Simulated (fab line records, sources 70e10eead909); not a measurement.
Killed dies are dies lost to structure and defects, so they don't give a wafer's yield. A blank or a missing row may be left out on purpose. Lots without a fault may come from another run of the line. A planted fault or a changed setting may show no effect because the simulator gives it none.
fab line records | flow nand_harc
record lots=6 wafers=18 last_day=24
route steps=1159 shown A_SOURCE_PLATE@414 A_ONON_D1@424 A_CHANNEL_HOLE_D1@450 END@1159
lots that met no fault: from a run of the same line without faults
start_h: hours from the record's first day to the start of the lot's first wafer shown | wait_h: hours since the lot's step before | " the same as in the row above | L1.1+2: a row that stands for several wafers | - no value, or no start given | * or withheld: withheld | < > ~ a bound
route shown NAME@n: a module of which the file shows steps, and the number in the route of the first | usual: mean/standard deviation of fault-free wafers | same: alike in all rows | chamber/n: place in a boat | sites: the reading at each site | _std_site: their standard deviation | _edge_site: outer sites' mean less inner sites' | radius_mm: how far each site lies from the wafer's centre | mask NAME#n: copy n | behind: the tool/chamber that last shaped the wafer | hold: why the lot was held/for how many hours/how that ended | device: the transistor (n, p or np) that didn't switch | end of line: the same wafers' tests at the end of the route | a step without rows: its recipe alone | killed: dies lost to structure and defects at the first sort, not the wafer's yield | map: a wafer's dies, x killed, . not, _ none there
set.NAME: the setting as run; set.NAME@STEP: as run at that earlier step | model.NAME: the simulator's own value behind a step, which no gauge read
lots at some steps of the route; a table a step, a row a wafer
services: from which hour (start_h, from the record's first day; less than 0 if before it) a tool's chamber was out of use, for how many hours, and why
## steps
# step NHARC_A_SOURCE_PLATE_SRD_01
# step NHARC_A_SOURCE_PLATE_OXIDE_02
# recipe target_thk_a=100 temp_c=900 ox_time_s=1362 material=SiO2
# step NHARC_A_SOURCE_PLATE_THK_MEAS_09
# recipe thk_meas_gauge=ellipsometry
# usual thk_nm=9.7/1.1
# columns lot.wafer tool chamber start_h wait_h thk_nm
L373.1 film_metro-01 - 153.49 0.4 9.1
L373.4 " - " " 10.6
L373.6 " - " " 11.9
L379.1 film_metro-01 - 176.32 0.4 10.2
L379.3 " - " " 10.3
L379.6 " - " " 10.3
L380.1 film_metro-02 - 185.29 0.4 9.0
L380.3 " - " " 8.8
L380.4 " - " " 10.5
L393.2 film_metro-02 - 260.87 0.4 10.8
L393.4 " - " " 10.1
L393.5 " - " " 9.1
L394.1 film_metro-01 - 269.78 0.4 10.6
L394.2 " - " " 8.7
L394.3 " - " " 10.6
L396.3 film_metro-01 - 278.98 0.4 9.6
L396.4 " - " " 10.4
L396.6 " - " " 9.5
# step NHARC_A_SOURCE_PLATE_PVD_04
# recipe target_thk_a=500 material=WSi2
# step NHARC_A_SOURCE_PLATE_CVD_03
# recipe target_thk_a=2000 temp_c=620 pressure_mtorr=200 time_s=4000 material=poly-Si
# step NHARC_A_SOURCE_PLATE_ANNEAL_05
# recipe temp_c=850 time_s=1800
# step NHARC_A_SOURCE_PLATE_THK_MEAS_06
# recipe thk_meas_gauge=ellipsometry
# usual thk_nm=200.2/2.3
# columns lot.wafer tool chamber start_h wait_h thk_nm
L373.1 film_metro-02 - 167.91 0.4 196.3
L373.4 " - " " 196.4
L373.6 " - " " 197.4
L379.1 film_metro-01 - 189.23 0.4 197.0
L379.3 " - " " 199.2
L379.6 " - " " 201.9
L380.1 film_metro-02 - 198.76 0.4 204.1
L380.3 " - " " 201.7
L380.4 " - " " 201.5
L393.2 film_metro-02 - 271.82 0.4 202.1
L393.4 " - " " 202.8
L393.5 " - " " 205.4
L394.1 film_metro-01 - 282.90 0.4 203.6
L394.2 " - " " 203.7
L394.3 " - " " 202.3
L396.3 film_metro-01 - 291.97 0.4 197.8
L396.4 " - " " 198.4
L396.6 " - " " 199.1
# step NHARC_A_SOURCE_PLATE_INSPECT_08
# usual raw_defect_count=57/25
# columns lot.wafer tool chamber start_h wait_h raw_defect_count
L373.1 defect_inspect-02 - 167.99 0.1 47
L373.4 " - " " 122
L373.6 " - " " 57
L379.1 defect_inspect-01 - 189.34 0.0 34
L379.3 " - " " 58
L379.6 " - " " 47
L380.1 defect_inspect-02 - 198.86 0.0 44
L380.3 " - " " 32
L380.4 " - " " 23
L393.2 defect_inspect-01 - 271.88 0.0 38
L393.4 " - " " 24
L393.5 " - " " 101
L394.1 defect_inspect-01 - 282.96 0.0 78
L394.2 " - " " 63
L394.3 " - " " 52
L396.3 defect_inspect-02 - 292.08 0.0 47
L396.4 " - " " 67
L396.6 " - " " 163
# step NHARC_A_ONON_D1_DEP_00
# recipe target_thk_a=10000 n2_flow_sccm=2750 n2o_flow_sccm=2000 nh3_flow_sccm=500 sih4_flow_sccm=210 temp_c=400
# step NHARC_A_ONON_D1_THK_MEAS_02
# recipe thk_meas_gauge=ellipsometry
# usual thk_nm=997/9.4
# columns lot.wafer tool chamber start_h wait_h thk_nm
L373.1 film_metro-01 - 168.58 - 985
L373.4 " - " " 985
L373.6 " - " " 984
L379.1 film_metro-02 - 189.92 - 1000
L379.3 " - " " 1000
L379.6 " - " " 999
L380.1 film_metro-01 - 199.43 - 994
L380.3 " - " " 996
L380.4 " - " " 994
L393.2 film_metro-02 - 272.45 - 1013
L393.4 " - " " 1012
L393.5 " - " " 1015
L394.1 film_metro-01 - 283.54 - 1000
L394.2 " - " " 1001
L394.3 " - " " 1001
L396.3 film_metro-02 - 292.65 - 994
L396.4 " - " " 992
L396.6 " - " " 992
# step NHARC_A_ONON_D1_DEP_03
# recipe target_thk_a=10000 n2_flow_sccm=2750 n2o_flow_sccm=2000 nh3_flow_sccm=500 sih4_flow_sccm=210 temp_c=400
# usual susceptor_temp_C=400.02/0.25
# columns lot.wafer tool chamber start_h wait_h susceptor_temp_C
L373.1 pecvd_onon-03 0 168.63 0.1 399.84
L373.4 " 0 " " 399.87
L373.6 " 0 " " 400.03
L379.1 pecvd_onon-02 0 189.98 0.1 399.94
L379.3 " 0 " " 400.32
L379.6 " 0 " " 400.08
L380.1 pecvd_onon-02 0 199.49 0.1 399.81
L380.3 " 0 " " 400.22
L380.4 " 0 " " 399.90
L393.2 pecvd_onon-02 0 272.56 0.1 399.75
L393.4 " 0 " " 399.80
L393.5 " 0 " " 399.90
L394.1 pecvd_onon-04 0 283.60 0.1 399.94
L394.2 " 0 " " 399.80
L394.3 " 0 " " 399.63
L396.3 pecvd_onon-03 0 292.82 0.2 399.68
L396.4 " 0 " " 399.77
L396.6 " 0 " " 400.03
# step NHARC_A_ONON_D1_THK_MEAS_05
# recipe thk_meas_gauge=ellipsometry
# usual thk_nm=1002/7.7
# columns lot.wafer tool chamber start_h wait_h thk_nm
L373.1 film_metro-01 - 169.14 - 1008
L373.4 " - " " 1009
L373.6 " - " " 1009
L379.1 film_metro-02 - 190.49 - 998
L379.3 " - " " 996
L379.6 " - " " 995
L380.1 film_metro-02 - 200.00 - 1001
L380.3 " - " " 1002
L380.4 " - " " 1000
L393.2 film_metro-02 - 273.01 - 994
L393.4 " - " " 992
L393.5 " - " " 994
L394.1 film_metro-02 - 284.11 - 1011
L394.2 " - " " 1009
L394.3 " - " " 1009
L396.3 film_metro-01 - 293.23 - 988
L396.4 " - " " 989
L396.6 " - " " 988
# step NHARC_A_ONON_D1_DEP_06
# recipe target_thk_a=10000 n2_flow_sccm=2750 n2o_flow_sccm=2000 nh3_flow_sccm=500 sih4_flow_sccm=210 temp_c=400
# step NHARC_A_ONON_D1_THK_MEAS_08
# recipe thk_meas_gauge=ellipsometry
# usual thk_nm=1003/8.9
# columns lot.wafer tool chamber start_h wait_h thk_nm
L373.1 film_metro-01 - 169.71 - 1002
L373.4 " - " " 1002
L373.6 " - " " 1005
L379.1 film_metro-02 - 191.06 - 989
L379.3 " - " " 992
L379.6 " - " " 991
L380.1 film_metro-02 - 200.57 - 1015
L380.3 " - " " 1015
L380.4 " - " " 1014
L393.2 film_metro-01 - 273.58 - 1007
L393.4 " - " " 1006
L393.5 " - " " 1008
L394.1 film_metro-01 - 284.68 - 989
L394.2 " - " " 990
L394.3 " - " " 989
L396.3 film_metro-02 - 293.80 - 1018
L396.4 " - " " 1019
L396.6 " - " " 1018
# step NHARC_A_ONON_D1_DEP_09
# recipe target_thk_a=10000 n2_flow_sccm=2750 n2o_flow_sccm=2000 nh3_flow_sccm=500 sih4_flow_sccm=210 temp_c=400
# step NHARC_A_ONON_D1_THK_MEAS_11
# recipe thk_meas_gauge=ellipsometry
# usual thk_nm=1001/11
# columns lot.wafer tool chamber start_h wait_h thk_nm
L373.1 film_metro-01 - 170.27 - 998
L373.4 " - " " 998
L373.6 " - " " 998
L379.1 film_metro-01 - 191.63 - 995
L379.3 " - " " 996
L379.6 " - " " 998
L380.1 film_metro-02 - 201.13 - 1010
L380.3 " - " " 1010
L380.4 " - " " 1009
L393.2 film_metro-02 - 274.15 - 1014
L393.4 " - " " 1015
L393.5 " - " " 1014
L394.1 film_metro-02 - 285.25 - 1003
L394.2 " - " " 1004
L394.3 " - " " 1002
L396.3 film_metro-01 - 294.36 - 1009
L396.4 " - " " 1006
L396.6 " - " " 1008
# step NHARC_A_ONON_D1_DEP_12
# recipe target_thk_a=10000 n2_flow_sccm=2750 n2o_flow_sccm=2000 nh3_flow_sccm=500 sih4_flow_sccm=210 temp_c=400
# step NHARC_A_ONON_D1_THK_MEAS_14
# recipe thk_meas_gauge=ellipsometry
# usual thk_nm=1001/10
# columns lot.wafer tool chamber start_h wait_h thk_nm
L373.1 film_metro-01 - 170.83 - 994
L373.4 " - " " 995
L373.6 " - " " 997
L379.1 film_metro-02 - 192.19 - 1013
L379.3 " - " " 1014
L379.6 " - " " 1014
L380.1 film_metro-01 - 201.70 - 1007
L380.3 " - " " 1009
L380.4 " - " " 1010
L393.2 film_metro-02 - 274.71 - 994
L393.4 " - " " 992
L393.5 " - " " 994
L394.1 film_metro-01 - 285.82 - 996
L394.2 " - " " 995
L394.3 " - " " 994
L396.3 film_metro-02 - 294.92 - 988
L396.4 " - " " 989
L396.6 " - " " 989
# step NHARC_A_ONON_D1_ANNEAL_15
# recipe temp_c=750 time_s=3600
# step NHARC_A_ONON_D1_DEP_16
# recipe target_thk_a=10000 n2_flow_sccm=2750 n2o_flow_sccm=2000 nh3_flow_sccm=500 sih4_flow_sccm=210 temp_c=400
# step NHARC_A_ONON_D1_THK_MEAS_18
# recipe thk_meas_gauge=ellipsometry
# usual thk_nm=1000/9.1
# columns lot.wafer tool chamber start_h wait_h thk_nm
L373.1 film_metro-01 - 180.65 - 984
L373.4 " - " " 985
L373.6 " - " " 985
L379.1 film_metro-02 - 199.23 - 1008
L379.3 " - " " 1008
L379.6 " - " " 1007
L380.1 film_metro-02 - 208.78 - 1004
L380.3 " - " " 1005
L380.4 " - " " 1004
L393.2 film_metro-02 - 281.85 - 1004
L393.4 " - " " 1004
L393.5 " - " " 1004
L394.1 film_metro-01 - 292.92 - 997
L394.2 " - " " 997
L394.3 " - " " 997
L396.3 film_metro-02 - 302.09 - 1025
L396.4 " - " " 1026
L396.6 " - " " 1024
# step NHARC_A_ONON_D1_DEP_19
# recipe target_thk_a=10000 n2_flow_sccm=2750 n2o_flow_sccm=2000 nh3_flow_sccm=500 sih4_flow_sccm=210 temp_c=400
# step NHARC_A_ONON_D1_THK_MEAS_21
# recipe thk_meas_gauge=ellipsometry
# usual thk_nm=997/10
# columns lot.wafer tool chamber start_h wait_h thk_nm
L373.1 film_metro-02 - 181.22 - 980
L373.4 " - " " 981
L373.6 " - " " 981
L379.1 film_metro-01 - 199.79 - 1001
L379.3 " - " " 1003
L379.6 " - " " 1003
L380.1 film_metro-02 - 209.34 - 1008
L380.3 " - " " 1009
L380.4 " - " " 1008
L393.2 film_metro-01 - 282.42 - 1009
L393.4 " - " " 1011
L393.5 " - " " 1010
L394.1 film_metro-02 - 293.49 - 997
L394.2 " - " " 998
L394.3 " - " " 996
L396.3 film_metro-02 - 302.65 - 991
L396.4 " - " " 991
L396.6 " - " " 990
# step NHARC_A_ONON_D1_DEP_22
# recipe target_thk_a=10000 n2_flow_sccm=2750 n2o_flow_sccm=2000 nh3_flow_sccm=500 sih4_flow_sccm=210 temp_c=400
# step NHARC_A_ONON_D1_THK_MEAS_24
# recipe thk_meas_gauge=ellipsometry
# usual thk_nm=998/10
# columns lot.wafer tool chamber start_h wait_h thk_nm
L373.1 film_metro-01 - 181.78 - 995
L373.4 " - " " 999
L373.6 " - " " 996
L379.1 film_metro-01 - 200.36 - 1022
L379.3 " - " " 1022
L379.6 " - " " 1022
L380.1 film_metro-01 - 209.91 - 995
L380.3 " - " " 996
L380.4 " - " " 992
L393.2 film_metro-02 - 282.98 - 981
L393.4 " - " " 980
L393.5 " - " " 979
L394.1 film_metro-02 - 294.05 - 1004
L394.2 " - " " 1006
L394.3 " - " " 1005
L396.3 film_metro-02 - 303.21 - 1002
L396.4 " - " " 1002
L396.6 " - " " 1001
# step NHARC_A_ONON_D1_DEP_25
# recipe target_thk_a=10000 n2_flow_sccm=2750 n2o_flow_sccm=2000 nh3_flow_sccm=500 sih4_flow_sccm=210 temp_c=400
# step NHARC_A_ONON_D1_THK_MEAS_27
# recipe thk_meas_gauge=ellipsometry
# usual thk_nm=998/10
# columns lot.wafer tool chamber start_h wait_h thk_nm
L373.1 film_metro-01 - 182.34 - 989
L373.4 " - " " 989
L373.6 " - " " 988
L379.1 film_metro-01 - 200.93 - 986
L379.3 " - " " 984
L379.6 " - " " 986
L380.1 film_metro-02 - 210.48 - 994
L380.3 " - " " 993
L380.4 " - " " 994
L393.2 film_metro-02 - 283.55 - 1010
L393.4 " - " " 1011
L393.5 " - " " 1010
L394.1 film_metro-02 - 294.62 - 998
L394.2 " - " " 999
L394.3 " - " " 1000
L396.3 film_metro-02 - 303.78 - 1002
L396.4 " - " " 1001
L396.6 " - " " 1000
# step NHARC_A_ONON_D1_DEP_28
# recipe target_thk_a=10000 n2_flow_sccm=2750 n2o_flow_sccm=2000 nh3_flow_sccm=500 sih4_flow_sccm=210 temp_c=400
# step NHARC_A_ONON_D1_THK_MEAS_30
# recipe thk_meas_gauge=ellipsometry
# usual thk_nm=1004/11
# columns lot.wafer tool chamber start_h wait_h thk_nm
L373.1 film_metro-02 - 182.91 - 994
L373.4 " - " " 994
L373.6 " - " " 995
L379.1 film_metro-02 - 201.49 - 1020
L379.3 " - " " 1021
L379.6 " - " " 1021
L380.1 film_metro-02 - 211.04 - 1020
L380.3 " - " " 1019
L380.4 " - " " 1022
L393.2 film_metro-01 - 284.25 - 1000
L393.4 " - " " 999
L393.5 " - " " 1000
L394.1 film_metro-02 - 295.18 - 989
L394.2 " - " " 991
L394.3 " - " " 989
L396.3 film_metro-02 - 304.35 - 997
L396.4 " - " " 999
L396.6 " - " " 996
# step NHARC_A_ONON_D1_DEP_33
# recipe target_thk_a=2000 temp_c=400 pressure_torr=6.5 rf_w=900 teos_flow_sccm=161.4 flow_sccm=2650 target_thk_nm=200 gas=O2 material=SiO2
# usual heater_power_w=544/75 susceptor_temp_C=400.01/0.21 throttle_valve_pct=15.5/0.38
# columns lot.wafer tool chamber start_h wait_h heater_power_w susceptor_temp_C throttle_valve_pct
L373.1 pecvd-03 0 182.96 0.1 641 399.95 15.9
L373.6 " 0 " " 653 399.90 16.0
L373.4 " 2 " " 591 399.90 15.4
L379.3 pecvd-02 0 201.63 0.1 563 399.78 15.9
L379.1 " 1 " " 760 400.06 15.8
L379.6 " 1 " " 570 399.86 15.9
L380.3 pecvd-03 2 211.10 0.1 616 400.21 15.5
L380.1 " 0 " " 513 400.14 15.5
L380.4 " 1 " " 480 400.38 15.1
L393.2 pecvd-03 2 284.31 0.1 504 400.10 15.7
L393.5 " 2 " " 517 400.04 15.9
L393.4 " 0 " " 569 399.61 15.5
L394.3 pecvd-01 0 295.24 0.1 621 400.12 15.0
L394.2 " 1 " " 487 400.28 16.4
L394.1 " 2 " " 481 400.21 15.5
L396.3 pecvd-02 0 304.41 0.1 417 399.99 15.7
L396.4 " 0 " " 455 400.02 15.9
L396.6 " 2 " " 572 400.00 15.2
# step NHARC_A_ONON_D1_THK_MEAS_34
# recipe thk_meas_gauge=ellipsometry
# usual thk_nm=199.7/2.8
# columns lot.wafer tool chamber start_h wait_h thk_nm
L373.1 film_metro-01 - 183.39 - 203.4
L373.4 " - " " 200.5
L373.6 " - " " 204.2
L379.1 film_metro-01 - 201.99 - 199.8
L379.3 " - " " 199.5
L379.6 " - " " 202.9
L380.1 film_metro-02 - 211.51 - 200.7
L380.3 " - " " 201.5
L380.4 " - " " 200.4
L393.2 film_metro-01 - 284.72 - 194.5
L393.4 " - " " 204.2
L393.5 " - " " 198.3
L394.1 film_metro-02 - 295.65 - 195.6
L394.2 " - " " 199.3
L394.3 " - " " 198.4
L396.3 film_metro-02 - 304.82 - 199.3
L396.4 " - " " 202.8
L396.6 " - " " 202.3
# step NHARC_A_CHANNEL_HOLE_D1_DEP_00
# recipe target_thk_a=31000 temp_c=400 material=aC
# usual susceptor_temp_C=399.97/0.23 throttle_valve_pct=35.001/0.0082
# columns lot.wafer tool chamber start_h wait_h susceptor_temp_C throttle_valve_pct
L373.1 acl_dep-03 0 185.05 1.6 400.04 35.004
L373.4 " 0 " " 399.61 35.003
L373.6 " 0 " " 399.97 35.001
L379.1 acl_dep-03 0 202.13 0.1 399.92 35.013
L379.3 " 0 " " 399.89 34.993
L379.6 " 0 " " 400.09 34.991
L380.1 acl_dep-01 0 212.65 1.1 400.14 35.005
L380.3 " 0 " " 400.12 35.010
L380.4 " 0 " " 400.22 34.996
L393.2 acl_dep-03 0 285.17 0.4 400.22 34.996
L393.4 " 0 " " 400.45 34.983
L393.5 " 0 " " 400.11 34.993
L394.1 acl_dep-03 0 296.44 0.7 - 35.010
L394.2 " 0 " " - 34.990
L394.3 " 0 " " - 35.008
L396.3 acl_dep-03 0 308.36 3.5 399.91 35.011
L396.4 " 0 " " 399.87 35.003
L396.6 " 0 " " 399.99 35.010
# step NHARC_A_CHANNEL_HOLE_D1_DEP_01
# recipe target_thk_a=1400 target_thk_nm=140 temp_c=400 pressure_torr=3.5 flow_sccm=200 rf_w=350 material=SiON
# usual heater_power_w=717/77 susceptor_temp_C=400.05/0.22
# columns lot.wafer tool chamber start_h wait_h heater_power_w susceptor_temp_C
L373.1 pecvd-01 0 187.02 1.7 811 400.37
L373.4 " 2 " " 710 400.12
L373.6 " 1 " " 765 399.97
L379.1 pecvd-03 1 204.08 1.6 638 400.37
L379.3 " 0 " " 791 400.14
L379.6 " 2 " " 806 400.19
L380.1 pecvd-01 0 214.63 1.7 829 400.37
L380.3 " 1 " " 686 400.01
L380.4 " 0 " " 829 400.47
L393.2 pecvd-01 2 286.77 1.3 730 400.19
L393.5 " 0 " " 805 399.84
L393.4 " 1 " " 679 399.82
L394.3 pecvd-04 1 298.58 1.2 824 399.80
L394.1 " 2 " " 679 399.60
L394.2 " 0 " " 663 400.28
L396.3 pecvd-03 0 309.72 1.0 707 399.83
L396.6 " 2 " " 747 400.11
L396.4 " 0 " " 721 400.12
# step NHARC_A_CHANNEL_HOLE_D1_DEHYDRATE_02
# recipe temp_c=150 time_s=120
# step NHARC_A_CHANNEL_HOLE_D1_HMDS_03
# recipe time_s=30
# step NHARC_A_CHANNEL_HOLE_D1_COAT_36
# recipe temp_c=260 time_s=75
# step NHARC_A_CHANNEL_HOLE_D1_COAT_37
# recipe temp_c=225 time_s=65
# step NHARC_END_SORT_01
# recipe temp_c=25
# usual killed_at_array=29/10 killed_at_other=0.7/1 killed_at_periphery=3.7/2.6 killed_dies=33/10 killed_open=3.4/1.8 killed_short=1.8/1.3
# same gross_dies=677
# columns lot.wafer tool chamber start_h wait_h killed_at_array killed_at_other killed_at_periphery killed_dies killed_open killed_short
L373.1 prober-01 0 455.60 2.5 26 2 3 31 1 1
L373.4 prober-01 0 458.03 3.5 24 0 4 28 1 0
L373.6 prober-01 0 459.66 4.1 21 0 5 26 1 0
L379.1 prober-01 0 471.38 2.5 89 0 4 93 5 3
L379.3 prober-01 0 472.99 3.1 76 1 7 84 4 2
L379.6 prober-01 0 475.42 4.0 80 0 5 85 5 0
L380.1 prober-02 0 483.91 2.5 98 1 3 102 3 1
L380.3 prober-02 0 485.53 3.1 95 0 9 104 2 3
L380.4 prober-02 0 486.34 3.4 96 0 10 106 2 2
L393.2 prober-01 0 552.31 2.8 28 0 5 33 0 1
L393.4 prober-01 0 553.91 3.4 36 0 5 41 1 1
L393.5 prober-01 0 554.71 3.7 31 0 4 35 2 2
L394.1 prober-01 0 561.55 2.5 23 2 5 30 1 1
L394.2 prober-01 0 562.34 2.8 26 1 2 29 3 1
L394.3 prober-01 0 563.13 3.1 35 1 3 39 3 2
L396.3 prober-01 0 575.66 3.1 40 0 3 43 6 2
L396.4 prober-01 0 576.46 3.4 40 1 3 44 6 2
L396.6 prober-01 0 578.05 4.0 40 0 2 42 5 2
# killed by level:class
L373.1 A_CHANNEL_HOLE_D1:chamber_film_flake=12 A_SLIT:chamber_film_flake=7 A_CONTACT:chamber_film_flake=4 P_M0:chamber_film_flake=2 THIN_TSV:chamber_film_flake=2 P_M2:geometric_particle:open=1 A_M1:geometric_particle:short=1 A_STAIRCASE:chamber_film_flake=1
L373.4 A_SLIT:chamber_film_flake=10 A_CHANNEL_HOLE_D1:chamber_film_flake=9 P_M0:chamber_film_flake=3 A_STAIRCASE:chamber_film_flake=2 A_CONTACT:chamber_film_flake=2 P_M2:geometric_particle:open=1 A_CHANNEL_FILL_D1:chamber_film_flake=1
L373.6 A_CHANNEL_HOLE_D1:chamber_film_flake=9 A_SLIT:chamber_film_flake=6 A_CONTACT:chamber_film_flake=5 P_M0:chamber_film_flake=2 P_GATE:geometric_particle:open=1 P_ZERO_WELL:chamber_film_flake=1 P_CONTACT:chamber_film_flake=1 A_STAIRCASE:chamber_film_flake=1
L379.1 A_ONON_D1:unspecified=73 A_CHANNEL_HOLE_D1:chamber_film_flake=4 A_SLIT:chamber_film_flake=3 P_ZERO_WELL:chamber_film_flake=2 P_GATE:geometric_particle:open=1 A_SOURCE_PLATE:geometric_particle:open=1 A_CHANNEL_HOLE_D1:geometric_particle:open=1 A_CHANNEL_FILL_D1:geometric_particle:open=1
L379.3 A_ONON_D1:unspecified=66 A_SLIT:chamber_film_flake=4 P_STI:chamber_film_flake=3 A_STAIRCASE:chamber_film_flake=3 P_CONTACT:geometric_particle:open=2 A_CONTACT:chamber_film_flake=2 P_STI:geometric_particle:short=1 P_M0:geometric_particle:open=1
L379.6 A_ONON_D1:unspecified=65 A_SLIT:chamber_film_flake=7 P_STI:chamber_film_flake=2 P_M1:chamber_film_flake=2 A_STAIRCASE:chamber_film_flake=2 P_M0:geometric_particle:open=1 A_CHANNEL_HOLE_D1:geometric_particle:open=1 A_SGD_CUT:geometric_particle:open=1
L380.1 A_ONON_D1:unspecified=74 A_CHANNEL_HOLE_D1:chamber_film_flake=12 A_STAIRCASE:chamber_film_flake=3 A_CONTACT:chamber_film_flake=3 P_CONTACT:geometric_particle:open=1 A_ONON_D1:geometric_particle:open=1 A_WL_FILL:geometric_particle:open=1 A_BLC:geometric_particle:short=1
L380.3 A_ONON_D1:unspecified=65 A_CHANNEL_HOLE_D1:chamber_film_flake=16 P_BONDPAD:chamber_film_flake=5 A_STAIRCASE:chamber_film_flake=5 A_M1:chamber_film_flake=4 P_ZERO_WELL:chamber_film_flake=2 P_M0:geometric_particle:open=1 A_ONON_D1:geometric_particle:short=1
L380.4 A_ONON_D1:unspecified=66 A_CHANNEL_HOLE_D1:chamber_film_flake=16 A_STAIRCASE:chamber_film_flake=7 P_BONDPAD:chamber_film_flake=5 P_STI:chamber_film_flake=4 A_M1:chamber_film_flake=2 A_CHANNEL_FILL_D1:geometric_particle:short=1 A_CONTACT:geometric_particle:open=1
L393.2 A_CHANNEL_HOLE_D1:chamber_film_flake=13 A_CONTACT:chamber_film_flake=8 A_STAIRCASE:chamber_film_flake=7 P_CONTACT:chamber_film_flake=3 P_GATE:geometric_particle:short=1 P_ZERO_WELL:chamber_film_flake=1
L393.4 A_CHANNEL_HOLE_D1:chamber_film_flake=20 A_CONTACT:chamber_film_flake=10 A_STAIRCASE:chamber_film_flake=3 P_CONTACT:chamber_film_flake=2 A_CHANNEL_FILL_D1:chamber_film_flake=2 P_M0:geometric_particle:open=1 A_M1:geometric_particle:short=1 P_ZERO_WELL:chamber_film_flake=1
L393.5 A_CHANNEL_HOLE_D1:chamber_film_flake=13 A_CONTACT:chamber_film_flake=11 A_CONTACT:geometric_particle:open=2 P_STI:chamber_film_flake=2 A_STAIRCASE:chamber_film_flake=2 P_CONTACT:geometric_particle:short=1 A_CONTACT:geometric_particle:short=1 P_CONTACT:chamber_film_flake=1
L394.1 A_CHANNEL_HOLE_D1:chamber_film_flake=21 A_CONTACT:chamber_film_flake=2 THIN_TSV:chamber_film_flake=2 P_CONTACT:geometric_particle:short=1 P_CONTACT:geometric_particle:open=1 P_ZERO_WELL:chamber_film_flake=1 P_M0:chamber_film_flake=1 P_BONDPAD:chamber_film_flake=1
L394.2 A_CHANNEL_HOLE_D1:chamber_film_flake=18 A_CONTACT:chamber_film_flake=4 A_CONTACT:geometric_particle:open=2 P_GATE:geometric_particle:open=1 A_WL_FILL:geometric_particle:short=1 P_ZERO_WELL:chamber_film_flake=1 A_STAIRCASE:chamber_film_flake=1 THIN_TSV:chamber_film_flake=1
L394.3 A_CHANNEL_HOLE_D1:chamber_film_flake=29 A_WL_FILL:geometric_particle:short=2 P_ZERO_WELL:chamber_film_flake=2 A_CONTACT:chamber_film_flake=2 P_CONTACT:geometric_particle:open=1 A_CONTACT:geometric_particle:open=1 A_M0:geometric_particle:open=1 THIN_TSV:chamber_film_flake=1
L396.3 A_CONTACT:chamber_film_flake=13 A_SLIT:chamber_film_flake=12 A_CHANNEL_HOLE_D1:chamber_film_flake=9 A_BLC:geometric_particle:short=2 P_STI:geometric_particle:open=1 P_CONTACT:geometric_particle:open=1 A_CHANNEL_HOLE_D1:geometric_particle:open=1 A_SGD_CUT:geometric_particle:open=1
L396.4 A_SLIT:chamber_film_flake=17 A_CONTACT:chamber_film_flake=9 A_CHANNEL_HOLE_D1:chamber_film_flake=7 P_M1:geometric_particle:open=2 A_CHANNEL_FILL_D1:geometric_particle:open=1 A_CHANNEL_FILL_D1:geometric_particle:short=1 A_STAIRCASE:geometric_particle:short=1 A_SGD_CUT:geometric_particle:open=1
L396.6 A_SLIT:chamber_film_flake=18 A_CHANNEL_HOLE_D1:chamber_film_flake=9 A_CONTACT:chamber_film_flake=3 A_CHANNEL_FILL_D1:geometric_particle:open=2 A_CONTACT:geometric_particle:open=2 P_STI:chamber_film_flake=2 A_WL_FILL:chamber_film_flake=2 A_CHANNEL_FILL_D1:geometric_particle:short=1
# map L379.1 (x killed, . not)
____________.____________
_________......._________
_______..........._______
______x............______
_____........x..xxx._____
____..........x.xxxx.____
____...........xxxxxx____
___............xxxxxx.___
___.............xxxxxx___
__..x..........xxxxxxxx__
__...x......x..xxxxxxx.__
_.............xxxxxxxxx._
_.............x..xxxxxxx_
_..............xxxxxxxx._
_..x............xxxx...._
_........x......xxx.xx.._
...................xxx...
x........................
.........................
..................x......
...............x.........
_......................._
_......................._
_..x...................._
_......................._
_......................._
__.....................__
__................x....__
___........x.......x..___
___...................___
____.................____
____.....x...........____
_____..............._____
______.............______
_______..........._______
_________......._________
____________.____________
# map L380.4 (x killed, . not)
____________.____________
_________x......_________
_______..........._______
______.............______
_____.............xx_____
____.............xxxx____
____...........xxxxxx____
___.............xxxxxx___
___............xxxxxxx___
__.............xxxxxxxx__
__.x...........xxxxxxxx__
_........x.....xxxxxxxx._
_....xxxxx......xxxxxxx._
_.....x..........x.xx..._
_......x.x.......xxxx..._
_.....x.x..x.....xxx...._
......xx.................
......................xx.
.......x.................
.........x...............
.........x...............
_....x.................._
_x..x...x..............._
_.......x....x.........._
_......................._
_.........x............._
__.x............x....x.__
__...xx.........x......__
___.....x.............___
___............x......___
____.........x.......____
____..x..............____
_____..............x_____
______......x......______
_______..........._______
_________......._________
____________.____________
## services
# columns tool chamber start_h hours kind
pecvd_onon-03 - 153.00 13.0 pm
pecvd-02 - 153.19 13.0 pm
pecvd-02 0 153.19 13.0 vent_cycle
acl_dep-01 - 159.09 9.5 repair
pecvd-04 - 195.04 13.0 pm
acl_dep-03 - 224.59 13.0 pm
pecvd-01 - 237.00 13.0 pm
pecvd-01 0 237.00 13.0 vent_cycle
pecvd-01 1 237.00 13.0 vent_cycle
pecvd-01 2 237.00 13.0 vent_cycle
pecvd_onon-04 - 237.21 13.0 pm
pecvd-01 0 250.00 - clean
pecvd-01 1 250.00 - clean
pecvd-01 2 250.00 - clean
pecvd-03 - 292.64 13.0 pm
pecvd-03 0 292.64 13.0 vent_cycle
pecvd-03 1 292.64 13.0 vent_cycle
pecvd-03 2 292.64 13.0 vent_cycle
acl_dep-01 - 293.62 13.0 pm
pecvd-04 0 299.85 14.3 repair
pecvd_onon-02 - 302.34 13.0 pm
pecvd-03 0 305.64 - clean
pecvd-03 1 305.64 - clean
pecvd-03 2 305.64 - clean
## key
first_sign step=NHARC_END_SORT_01 reading=killed_dies direction=up sigmas=6.2 usual=33 struck=96
effect step=NHARC_END_SORT_01 reading=killed_at_array direction=up sigmas=6 usual=29 struck=89
more_kills_born_at NHARC_A_ONON_D1_DEP_03@pecvd_onon-02=409
met_at NHARC_A_ONON_D1_DEP_03
struck_wafers L379.1,L379.3,L379.6,L380.1,L380.3,L380.4
tester_left_out L379,L380
fault kind=chamber_particle_source tool=pecvd_onon-02 chamber=- onset_h=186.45 steps=NHARC_A_ONON_D1_DEP_03 rate_per_visit_cm2=0.45827 end_h=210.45
# tester_left_out: of these lots the tester's yield and bins aren't shown, on N5 and GAA mostly nor the transistor test; their killed dies are dies lost to structure and defects alone, not to doping, threshold or leakage, so they don't give the yield
